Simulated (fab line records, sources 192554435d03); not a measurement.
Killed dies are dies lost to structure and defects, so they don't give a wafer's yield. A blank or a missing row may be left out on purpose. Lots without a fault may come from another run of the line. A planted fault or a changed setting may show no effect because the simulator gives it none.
fab line records | flow n5_finfet
record lots=24 wafers=72 last_day=19
route steps=1938 shown BEOL_M1@817 BEOL_M2@843
lots that met no fault: from a run of the same line without faults
start_h: hours from the record's first day to the start of the lot's first wafer shown | wait_h: hours since the lot's step before | " the same as in the row above | L1.1+2: a row that stands for several wafers | - no value, or no start given | * or withheld: withheld | < > ~ a bound
route shown NAME@n: a module of which the file shows steps, and the number in the route of the first | usual: mean/standard deviation of fault-free wafers | same: alike in all rows | chamber/n: place in a boat | sites: the reading at each site | _std_site: their standard deviation | _edge_site: outer sites' mean less inner sites' | radius_mm: how far each site lies from the wafer's centre | mask NAME#n: copy n | behind: the tool/chamber that last shaped the wafer | hold: why the lot was held/for how many hours/how that ended | device: the transistor (n, p or np) that didn't switch | end of line: the same wafers' tests at the end of the route | a step without rows: its recipe alone | killed: dies lost to structure and defects at the first sort, not the wafer's yield | map: a wafer's dies, x killed, . not, _ none there
set.NAME: the setting as run; set.NAME@STEP: as run at that earlier step | model.NAME: the simulator's own value behind a step, which no gauge read
steps of the route over a sample of lots; a table a step, a row a wafer
services: from which hour (start_h, from the record's first day; less than 0 if before it) a tool's chamber was out of use, for how many hours, and why
## steps
# step N5_BEOL_M1_ANNEAL_80
# recipe temp_c=400 time_s=240 ambient=vacuum
# usual heater_power_w=828/85
# columns lot.wafer tool chamber start_h wait_h heater_power_w
L074.1 pvd_sputter-03 - 129.73 0.0 778
L074.3 " - " " 729
L074.5 " - " " 787
L075.2 pvd_sputter-01 - 141.01 0.0 950
L075.4 " - " " 772
L075.6 " - " " 795
L076.1 pvd_sputter-03 - 142.45 0.0 754
L076.4 " - " " 720
L076.6 " - " " 762
L077.1 pvd_sputter-03 - 144.29 0.0 813
L077.4 " - " " 787
L077.6 " - " " 795
L078.2 pvd_sputter-03 - 156.01 0.0 788
L078.4 " - " " 741
L078.6 " - " " 793
L079.2 pvd_sputter-01 - 165.99 0.0 811
L079.3 " - " " 788
L079.5 " - " " 939
L080.1 pvd_sputter-02 - 169.34 0.0 986
L080.3 " - " " 816
L080.5 " - " " 739
L081.1 pvd_sputter-01 - 169.51 0.0 829
L081.2 " - " " 957
L081.6 " - " " 935
L082.1 pvd_sputter-03 - 182.41 0.0 803
L082.4 " - " " 736
L082.5 " - " " 770
L083.2 pvd_sputter-01 - 183.26 0.0 933
L083.4 " - " " 805
L083.6 " - " " 945
L084.2 pvd_sputter-03 - 203.74 0.0 725
L084.5 " - " " 797
L084.6 " - " " 779
L085.2 pvd_sputter-02 - 208.77 0.0 814
L085.5 " - " " 826
L085.6 " - " " 992
L087.2 pvd_sputter-02 - 213.38 0.0 733
L087.3 " - " " 828
L087.6 " - " " 972
L086.1 pvd_sputter-01 - 214.63 0.0 818
L086.3 " - " " 782
L086.5 " - " " 799
L088.2 pvd_sputter-01 - 217.71 0.0 823
L088.3 " - " " 950
L088.4 " - " " 950
L089.1 pvd_sputter-01 - 221.18 0.0 946
L089.4 " - " " 797
L089.6 " - " " 828
L090.3 pvd_sputter-02 - 224.41 0.0 978
L090.4 " - " " 844
L090.6 " - " " 723
L091.2 pvd_sputter-01 - 238.13 0.0 770
L091.5 " - " " 948
L091.6 " - " " 953
L092.3 pvd_sputter-01 - 240.97 0.0 774
L092.5 " - " " 951
L092.6 " - " " 952
L093.2 pvd_sputter-01 - 246.01 0.0 942
L093.3 " - " " 800
L093.4 " - " " 944
L095.2 pvd_sputter-02 - 255.45 0.0 721
L095.5 " - " " 732
L095.6 " - " " 736
L094.3 pvd_sputter-03 - 255.57 0.0 787
L094.5 " - " " 732
L094.6 " - " " 791
L096.1 pvd_sputter-01 - 271.13 0.0 821
L096.2 " - " " 950
L096.5 " - " " 800
L097.3 pvd_sputter-03 - 278.35 0.0 812
L097.4 " - " " 721
L097.5 " - " " 745
# step N5_BEOL_M1_SPUTTER_86
# recipe material=Cu target_thk_a=45 temp_c=-20 chamber_pressure_pa=0.07 power_w=withheld time_s=8.29
# usual throttle_valve_pct=29.6/1.3
# columns lot.wafer tool chamber start_h wait_h throttle_valve_pct
L074.1 pvd_sputter-03 - 130.09 0.1 31.0
L074.3 " - " " 30.4
L074.5 " - " " 31.3
L075.2 pvd_sputter-01 - 141.37 0.1 27.1
L075.4 " - " " 30.1
L075.6 " - " " 30.0
L076.1 pvd_sputter-03 - 142.81 0.1 28.9
L076.4 " - " " 30.3
L076.6 " - " " 29.0
L077.1 pvd_sputter-03 - 144.65 0.1 28.6
L077.4 " - " " 31.0
L077.6 " - " " 28.5
L078.2 pvd_sputter-03 - 156.37 0.1 28.4
L078.4 " - " " 30.1
L078.6 " - " " 28.2
L079.2 pvd_sputter-01 - 166.35 0.1 29.9
L079.3 " - " " 29.9
L079.5 " - " " 27.1
L080.1 pvd_sputter-02 - 169.70 0.1 29.5
L080.3 " - " " 29.4
L080.5 " - " " 31.4
L081.1 pvd_sputter-01 - 169.87 0.1 29.9
L081.2 " - " " 27.2
L081.6 " - " " 27.2
L082.1 pvd_sputter-03 - 182.77 0.1 31.3
L082.4 " - " " 29.9
L082.5 " - " " 31.2
L083.2 pvd_sputter-01 - 183.62 0.1 26.7
L083.4 " - " " 29.9
L083.6 " - " " 30.2
L084.2 pvd_sputter-03 - 204.10 0.1 28.9
L084.5 " - " " 31.0
L084.6 " - " " 28.4
L085.2 pvd_sputter-02 - 209.13 0.1 29.6
L085.5 " - " " 29.6
L085.6 " - " " 29.7
L087.2 pvd_sputter-02 - 213.74 0.1 29.2
L087.3 " - " " 29.7
L087.6 " - " " 29.7
L086.1 pvd_sputter-01 - 214.99 0.1 30.3
L086.3 " - " " 30.0
L086.5 " - " " 30.1
L088.2 pvd_sputter-01 - 218.07 0.1 30.1
L088.3 " - " " 27.0
L088.4 " - " " 30.5
L089.1 pvd_sputter-01 - 221.54 0.1 30.2
L089.4 " - " " 30.1
L089.6 " - " " 29.8
L090.3 pvd_sputter-02 - 224.77 0.1 29.5
L090.4 " - " " 29.8
L090.6 " - " " 29.3
L091.2 pvd_sputter-01 - 238.49 0.1 29.9
L091.5 " - " " 30.5
L091.6 " - " " 27.1
L092.3 pvd_sputter-01 - 241.33 0.1 29.8
L092.5 " - " " 26.7
L092.6 " - " " 30.2
L093.2 pvd_sputter-01 - 246.37 0.1 27.1
L093.3 " - " " 29.9
L093.4 " - " " 30.3
L095.2 pvd_sputter-02 - 255.81 0.1 29.4
L095.5 " - " " 29.4
L095.6 " - " " 31.6
L094.3 pvd_sputter-03 - 255.93 0.1 28.3
L094.5 " - " " 30.4
L094.6 " - " " 31.2
L096.1 pvd_sputter-01 - 271.49 0.1 30.3
L096.2 " - " " 30.0
L096.5 " - " " 30.1
L097.3 pvd_sputter-03 - 278.71 0.1 28.4
L097.4 " - " " 30.0
L097.5 " - " " 29.2
# step N5_BEOL_M1_ANNEAL_95
# recipe temp_c=400 time_s=240 ambient=vacuum
# usual heater_power_w=828/85
# columns lot.wafer tool chamber start_h wait_h heater_power_w
L074.1 pvd_sputter-03 - 131.05 0.0 796
L074.3 " - " " 724
L074.5 " - " " 781
L075.2 pvd_sputter-01 - 142.33 0.0 943
L075.4 " - " " 776
L075.6 " - " " 795
L076.1 pvd_sputter-03 - 143.77 0.0 737
L076.4 " - " " 741
L076.6 " - " " 737
L077.1 pvd_sputter-03 - 145.61 0.0 803
L077.4 " - " " 771
L077.6 " - " " 788
L078.2 pvd_sputter-03 - 157.33 0.0 771
L078.4 " - " " 734
L078.6 " - " " 807
L079.2 pvd_sputter-01 - 167.31 0.0 815
L079.3 " - " " 766
L079.5 " - " " 922
L080.1 pvd_sputter-02 - 170.66 0.0 990
L080.3 " - " " 812
L080.5 " - " " 752
L081.1 pvd_sputter-01 - 170.83 0.0 811
L081.2 " - " " 978
L081.6 " - " " 939
L082.1 pvd_sputter-03 - 183.73 0.0 791
L082.4 " - " " 729
L082.5 " - " " 763
L083.2 pvd_sputter-01 - 184.58 0.0 947
L083.4 " - " " 817
L083.6 " - " " 933
L084.2 pvd_sputter-03 - 205.06 0.0 755
L084.5 " - " " 793
L084.6 " - " " 781
L085.2 pvd_sputter-02 - 210.09 0.0 812
L085.5 " - " " 801
L085.6 " - " " 995
L087.2 pvd_sputter-02 - 214.70 0.0 739
L087.3 " - " " 828
L087.6 " - " " 999
L086.1 pvd_sputter-01 - 215.95 0.0 812
L086.3 " - " " 797
L086.5 " - " " 782
L088.2 pvd_sputter-01 - 219.03 0.0 829
L088.3 " - " " 953
L088.4 " - " " 967
L089.1 pvd_sputter-01 - 222.50 0.0 951
L089.4 " - " " 794
L089.6 " - " " 787
L090.3 pvd_sputter-02 - 225.73 0.0 965
L090.4 " - " " 806
L090.6 " - " " 741
L091.2 pvd_sputter-01 - 239.45 0.0 794
L091.5 " - " " 934
L091.6 " - " " 970
L092.3 pvd_sputter-01 - 242.29 0.0 789
L092.5 " - " " 947
L092.6 " - " " 903
L093.2 pvd_sputter-01 - 247.33 0.0 952
L093.3 " - " " 773
L093.4 " - " " 948
L095.2 pvd_sputter-02 - 256.77 0.0 735
L095.5 " - " " 724
L095.6 " - " " 755
L094.3 pvd_sputter-03 - 256.89 0.0 801
L094.5 " - " " 726
L094.6 " - " " 798
L096.1 pvd_sputter-01 - 272.45 0.0 824
L096.2 " - " " 975
L096.5 " - " " 768
L097.3 pvd_sputter-03 - 279.67 0.0 801
L097.4 " - " " 731
L097.5 " - " " 745
# step N5_BEOL_M2_PECVD_72
# recipe material=SiO2 target_thk_a=160 temp_c=400 precursor=TEOS/O2 pressure_torr=5.5 rf_w=450 teos_flow_sccm=53.8 gas=O2 flow_sccm=3000 time_s=18
# usual heater_power_w=670/69 showerhead_plenum_p_Torr=8.78/0.059 throttle_valve_pct=21.7/0.91
# columns lot.wafer tool chamber start_h wait_h heater_power_w showerhead_plenum_p_Torr throttle_valve_pct
L074.1 pecvd-03 1 132.50 0.0 613 8.89 21.5
L074.3 " 2 " " 718 8.82 20.9
L074.5 " 1 " " 622 8.89 21.5
L075.2 pecvd-03 0 143.78 0.0 632 8.72 22.6
L075.4 " 2 " " 744 8.81 20.8
L075.6 " 0 " " 637 8.73 22.8
L076.1 pecvd-03 1 145.43 0.0 670 8.88 21.6
L076.4 " 1 " " 652 8.87 21.5
L076.6 " 2 " " 663 8.80 20.7
L077.1 pecvd-03 0 146.97 0.0 661 8.72 22.7
L077.4 " 0 " " 661 8.74 22.8
L077.6 " 2 " " 699 8.82 20.7
L078.2 pecvd-03 0 158.77 0.0 738 8.76 22.8
L078.4 " 1 " " 647 8.88 21.3
L078.6 " 2 " " 682 8.80 20.9
L079.2 pecvd-03 2 168.66 0.0 675 8.81 21.0
L079.3 " 0 " " 675 8.77 23.1
L079.5 " 0 " " 663 8.73 22.9
L080.1 pecvd-02 0 172.30 0.0 740 8.76 21.6
L080.3 " 1 " " 666 8.71 21.4
L080.5 " 0 " " 737 8.74 21.3
L081.1 pecvd-03 0 172.52 0.0 667 8.76 22.8
L081.2 " 2 " " 726 8.84 21.1
L081.6 " 2 " " 718 8.82 21.0
L082.1 pecvd-03 2 185.08 0.0 715 8.83 20.9
L082.4 " 2 " " 744 8.81 21.1
L082.5 " 1 " " 623 8.86 21.4
L083.2 pecvd-03 0 186.17 0.0 735 8.72 22.8
L083.4 " 1 " " 563 8.85 21.3
L083.6 " 0 " " 733 8.75 23.1
L084.2 pecvd-03 2 206.44 0.0 740 8.82 20.8
L084.5 " 1 " " 606 8.86 21.3
L084.6 " 2 " " 737 8.84 21.0
L085.2 pecvd-04 0 211.56 0.0 449 8.69 20.8
L085.5 " 0 " " 451 8.68 20.7
L085.6 " 1 " " 770 8.76 23.6
L087.2 pecvd-04 2 216.06 0.0 540 8.83 21.1
L087.3 " 1 " " 714 8.75 23.8
L087.6 " 2 " " 555 8.78 21.0
L086.1 pecvd-02 2 217.31 0.0 617 8.78 21.1
L086.3 " 1 " " 721 8.72 21.2
L086.5 " 1 " " 731 8.71 21.7
L088.2 pecvd-03 0 220.43 0.0 730 8.73 22.9
L088.3 " 1 " " 630 8.87 21.4
L088.4 " 2 " " 732 8.85 21.2
L089.1 pecvd-03 0 223.90 0.0 609 8.74 23.1
L089.4 " 1 " " 652 8.88 21.5
L089.6 " 0 " " 622 8.74 23.2
L090.3 pecvd-04 1 227.10 0.0 705 8.73 23.7
L090.4 " 0 " " 541 8.67 21.1
L090.6 " 1 " " 735 8.73 23.6
L091.2 pecvd-02 1 240.99 0.0 779 8.70 21.6
L091.5 " 0 " " 594 8.75 21.9
L091.6 " 2 " " 736 8.82 20.6
L092.3 pecvd-04 2 243.70 0.0 552 8.79 21.4
L092.5 " 0 " " 538 8.69 20.9
L092.6 " 2 " " 564 8.80 21.1
L093.2 pecvd-04 2 248.94 0.0 543 8.84 21.3
L093.3 " 0 " " 562 8.67 21.0
L093.4 " 1 " " 848 8.74 23.6
L095.2 pecvd-03 0 258.12 0.0 728 8.73 23.4
L095.5 " 1 " " 671 8.88 21.5
L095.6 " 2 " " 630 8.83 21.0
L094.3 pecvd-02 0 258.25 0.0 728 8.72 21.8
L094.5 " 2 " " 679 8.75 20.8
L094.6 " 0 " " 757 8.74 21.8
L096.1 pecvd-02 2 273.80 0.0 730 8.80 20.6
L096.2 " 0 " " 716 8.72 21.9
L096.5 " 2 " " 711 8.78 21.1
L097.3 pecvd-02 0 281.23 0.0 677 8.73 21.7
L097.4 " 1 " " 699 8.73 21.6
L097.5 " 2 " " 730 8.77 20.9
# step N5_BEOL_M2_HM_DEP_02
# recipe material=TiN target_thk_a=200 temp_c=25 chamber_pressure_pa=0.49996
# usual throttle_valve_pct=29.5/1.3
# columns lot.wafer tool chamber start_h wait_h throttle_valve_pct
L074.1 pvd_sputter-03 - 132.69 0.2 29.2
L074.3 " - " " 30.1
L074.5 " - " " 30.0
L075.2 pvd_sputter-02 - 145.99 2.2 29.3
L075.4 " - " " 31.4
L075.6 " - " " 31.5
L076.1 pvd_sputter-02 - 146.29 0.8 29.2
L076.4 " - " " 29.8
L076.6 " - " " 29.7
L077.1 pvd_sputter-02 - 147.37 0.4 31.7
L077.4 " - " " 29.9
L077.6 " - " " 29.2
L078.2 pvd_sputter-01 - 159.37 0.6 26.9
L078.4 " - " " 30.0
L078.6 " - " " 26.8
L079.2 pvd_sputter-02 - 170.92 2.2 29.7
L079.3 " - " " 31.6
L079.5 " - " " 31.6
L080.1 pvd_sputter-02 - 172.40 0.1 29.6
L080.3 " - " " 29.6
L080.5 " - " " 31.6
L081.1 pvd_sputter-01 - 172.77 0.2 30.2
L081.2 " - " " 27.0
L081.6 " - " " 27.0
L082.1 pvd_sputter-03 - 185.99 0.9 28.4
L082.4 " - " " 30.8
L082.5 " - " " 29.1
L083.2 pvd_sputter-01 - 189.33 3.1 30.3
L083.4 " - " " 30.0
L083.6 " - " " 30.1
L084.2 pvd_sputter-03 - 208.50 2.0 28.9
L084.5 " - " " 29.2
L084.6 " - " " 30.0
L085.2 pvd_sputter-03 - 211.92 0.3 31.0
L085.5 " - " " 29.2
L085.6 " - " " 28.4
L087.2 pvd_sputter-03 - 216.57 0.5 31.1
L087.3 " - " " 28.8
L087.6 " - " " 28.3
L086.1 pvd_sputter-01 - 219.35 2.0 27.0
L086.3 " - " " 30.2
L086.5 " - " " 27.1
L088.2 pvd_sputter-01 - 220.50 0.1 26.8
L088.3 " - " " 30.1
L088.4 " - " " 29.9
L089.1 pvd_sputter-02 - 226.05 2.1 31.3
L089.4 " - " " 29.6
L089.6 " - " " 29.5
L090.3 pvd_sputter-01 - 227.16 0.0 26.8
L090.4 " - " " 30.0
L090.6 " - " " 26.8
L091.2 pvd_sputter-03 - 243.67 2.7 29.1
L091.5 " - " " 31.0
L091.6 " - " " 30.6
L092.3 pvd_sputter-03 - 244.33 0.6 29.1
L092.5 " - " " 29.1
L092.6 " - " " 30.2
L093.2 pvd_sputter-01 - 250.94 2.0 30.3
L093.3 " - " " 30.0
L093.4 " - " " 30.0
L095.2 pvd_sputter-01 - 258.78 0.6 29.9
L095.5 " - " " 27.1
L095.6 " - " " 30.2
L094.3 pvd_sputter-01 - 258.88 0.6 27.0
L094.5 " - " " 30.2
L094.6 " - " " 30.1
L096.1 pvd_sputter-01 - 274.67 0.8 30.2
L096.2 " - " " 26.9
L096.5 " - " " 27.0
L097.3 pvd_sputter-01 - 283.44 2.2 30.0
L097.4 " - " " 29.9
L097.5 " - " " 30.0
# step N5_BEOL_M2_DESCUM_16
# recipe chemistry=O2 time_s=7 source_power_w=50 bias_power_w=20 pressure_mtorr=20 rf_frequency_hz=2.712e+07 temp_c=40 resist=CAR-EUV o2_flow_sccm=225
# usual drypump_motor_current_A=5.5/0.36 oes_product_au=0.77/0.08 rf_vpp_V=243.1/1.4 showerhead_plenum_p_Torr=2.08/0.07 throttle_valve_pct=20.59/0.28
# columns lot.wafer tool chamber start_h wait_h drypump_motor_current_A oes_product_au rf_hours_counter_h rf_vpp_V showerhead_plenum_p_Torr throttle_valve_pct
L074.1 rie_diel-02 0 133.34 0.0 6.1 0.79 138 241.4 2.01 20.25
L074.3 " 3 " " 5.1 0.76 165 244.2 2.19 20.94
L074.5 " 2 " " 5.3 0.72 - 242.0 1.99 20.91
L075.2 rie_diel-01 0 146.62 0.1 5.7 0.86 61 243.9 2.12 20.51
L075.4 " 1 " " 5.7 0.94 16 243.3 2.13 20.24
L075.6 " 3 " " 5.7 0.75 - 242.7 2.07 20.56
L076.1 rie_diel-01 0 146.85 0.1 5.7 0.85 61 243.6 2.12 20.49
L076.4 " 3 " " 5.7 0.74 176 243.2 2.07 20.58
L076.6 " 2 " " 5.6 0.81 - 242.7 2.12 20.60
L077.1 rie_diel-01 2 147.91 0.1 5.7 0.82 88 243.8 2.12 20.59
L077.4 " 3 " " 5.7 0.75 176 244.1 2.07 20.58
L077.6 " 1 " " 5.7 0.94 - 244.6 2.13 20.24
L078.2 rie_diel-06 2 160.05 0.2 5.1 0.69 192 246.7 2.15 20.38
L078.4 " 3 " " 5.9 0.75 158 241.9 2.00 20.45
L078.6 " 2 " " 5.1 0.70 - 244.9 2.15 20.40
L079.2 rie_diel-06 1 171.44 0.0 5.2 0.98 5 242.1 2.04 20.16
L079.3 " 0 " " 5.2 0.72 200 242.1 2.18 20.93
L079.5 " 2 " " 5.1 0.70 - 244.7 2.15 20.42
L080.1 rie_diel-06 0 173.13 0.2 5.2 0.71 200 244.6 2.18 20.93
L080.3 " 3 " " 5.9 0.75 164 239.2 2.00 20.49
L080.5 " 1 " " 5.2 0.97 - 242.4 2.04 20.15
L081.1 rie_diel-02 1 173.33 0.1 5.2 0.77 142 242.9 2.11 20.54
L081.2 " 0 " " 6.1 0.78 153 240.9 2.00 20.25
L081.6 " 3 " " 5.1 0.74 - 244.9 2.19 20.96
L082.1 rie_diel-01 0 186.63 0.0 5.8 0.83 76 242.3 2.11 20.53
L082.4 " 3 " " 5.7 0.73 190 242.5 2.07 20.59
L082.5 " 2 " " 5.7 0.80 - 243.0 2.12 20.60
L083.2 rie_diel-02 1 189.85 0.0 5.2 0.77 147 242.6 2.11 20.54
L083.4 " 3 " " 5.1 0.74 185 245.4 2.18 20.99
L083.6 " 0 " " 6.1 0.77 - 241.3 2.00 20.30
L084.2 rie_diel-02 0 209.15 0.0 6.1 0.76 166 242.1 2.00 20.29
L084.5 " 2 " " 5.3 0.70 - 242.1 1.99 20.93
L084.6 " 1 " " 5.2 0.76 - 243.5 2.10 20.54
L085.2 rie_diel-06 0 212.44 0.0 5.2 0.70 218 244.5 2.18 20.97
L085.5 " 1 " " 5.2 0.98 - 241.5 2.04 20.16
L085.6 " 3 " " 5.9 0.75 - 242.9 1.99 20.50
L087.2 rie_diel-02 0 217.43 0.2 6.1 0.76 169 240.7 2.00 20.31
L087.3 " 1 " " 5.2 0.75 157 242.8 2.10 20.56
L087.6 " 3 " " 5.1 0.73 - 244.4 2.18 20.98
L086.1 rie_diel-06 3 220.66 0.7 5.9 0.73 186 242.6 1.99 20.52
L086.3 " 0 " " 5.2 0.70 222 245.1 2.17 20.98
L086.5 " 0 " " 5.2 0.70 - 244.8 2.17 20.97
L088.2 rie_diel-02 0 221.16 0.2 6.2 0.76 171 241.1 2.00 20.30
L088.3 " 3 " " 5.1 0.73 197 245.1 2.18 21.00
L088.4 " 2 " " 5.3 0.70 214 240.7 1.99 20.94
L089.1 rie_diel-02 1 226.70 0.0 5.3 0.76 161 241.9 2.10 20.56
L089.4 " 0 " " 6.2 0.74 173 241.4 2.00 20.29
L089.6 " 1 " " 5.2 0.74 - 243.4 2.10 20.56
L090.3 rie_diel-02 0 227.68 0.0 6.1 0.75 173 241.4 2.00 20.31
L090.4 " 1 " " 5.3 0.76 161 242.9 2.10 20.55
L090.6 " 0 " " 6.1 0.76 - 242.7 2.00 20.30
L091.2 rie_diel-06 2 244.41 0.2 5.1 0.68 221 243.8 2.14 20.44
L091.5 " 1 " " 5.2 0.95 - 242.4 2.03 20.18
L091.6 " 0 " " 5.2 0.70 - 244.3 2.17 20.98
L092.3 rie_diel-02 0 245.04 0.1 6.1 0.75 179 242.5 2.00 20.30
L092.5 " 2 " " 5.3 0.69 - 240.9 1.98 20.95
L092.6 " 1 " " 5.2 0.74 - 243.0 2.10 20.57
L093.2 rie_diel-02 1 251.51 0.1 5.2 0.75 168 242.7 2.10 20.57
L093.3 " 2 " " 5.3 0.70 224 241.7 1.98 20.95
L093.4 " 3 " " 5.1 0.72 207 246.2 2.18 21.00
L095.2 rie_diel-06 0 259.43 0.0 5.2 0.68 235 243.4 2.17 20.99
L095.5 " 0 " " 5.2 0.69 - 243.4 2.17 20.98
L095.6 " 3 " " 5.9 0.74 - 241.5 1.99 20.53
L094.3 rie_diel-01 3 259.47 0.0 5.7 0.72 213 242.8 2.06 20.64
L094.5 " 1 " " 5.7 0.86 - 244.8 2.11 20.30
L094.6 " 0 " " 5.8 0.80 - 243.6 2.11 20.56
L096.1 rie_diel-01 1 275.32 0.2 5.8 0.87 60 244.0 2.11 20.31
L096.2 " 0 " " 5.8 0.79 104 243.9 2.10 20.56
L096.5 " 1 " " 5.7 0.86 - 241.4 2.11 20.30
L097.3 rie_diel-02 1 283.97 0.0 5.2 0.74 177 243.3 2.10 20.57
L097.4 " 3 " " 5.1 0.71 216 244.4 2.17 21.04
L097.5 " 2 " " 5.3 0.69 - 242.8 1.98 20.99
## services
# columns tool chamber start_h hours kind
pvd_sputter-01 - 115.70 5.3 repair
pecvd-03 1 121.21 3.7 repair
pecvd-04 - 128.28 5.5 pm
rie_diel-06 1 144.17 - clean
rie_diel-06 1 144.17 - consumable_replace:focus_ring
rie_diel-06 1 144.17 14.5 scheduled_down
rie_diel-06 1 144.17 14.5 vent_cycle
pecvd-02 1 151.37 2.1 scheduled_down
pecvd-02 2 162.58 6.2 repair
rie_diel-02 2 173.19 5.9 repair
rie_diel-06 1 176.21 35.1 repair
pecvd-03 0 179.48 4.6 scheduled_down
rie_diel-02 - 182.74 0.5 repair
rie_diel-02 2 192.53 6.0 repair
pecvd-03 - 199.47 0.3 repair
rie_diel-06 2 229.79 1.7 repair
pecvd-04 1 255.55 2.1 scheduled_down
pecvd-03 - 270.84 0.9 repair
pecvd-03 2 277.64 2.1 scheduled_down
## key
fault none
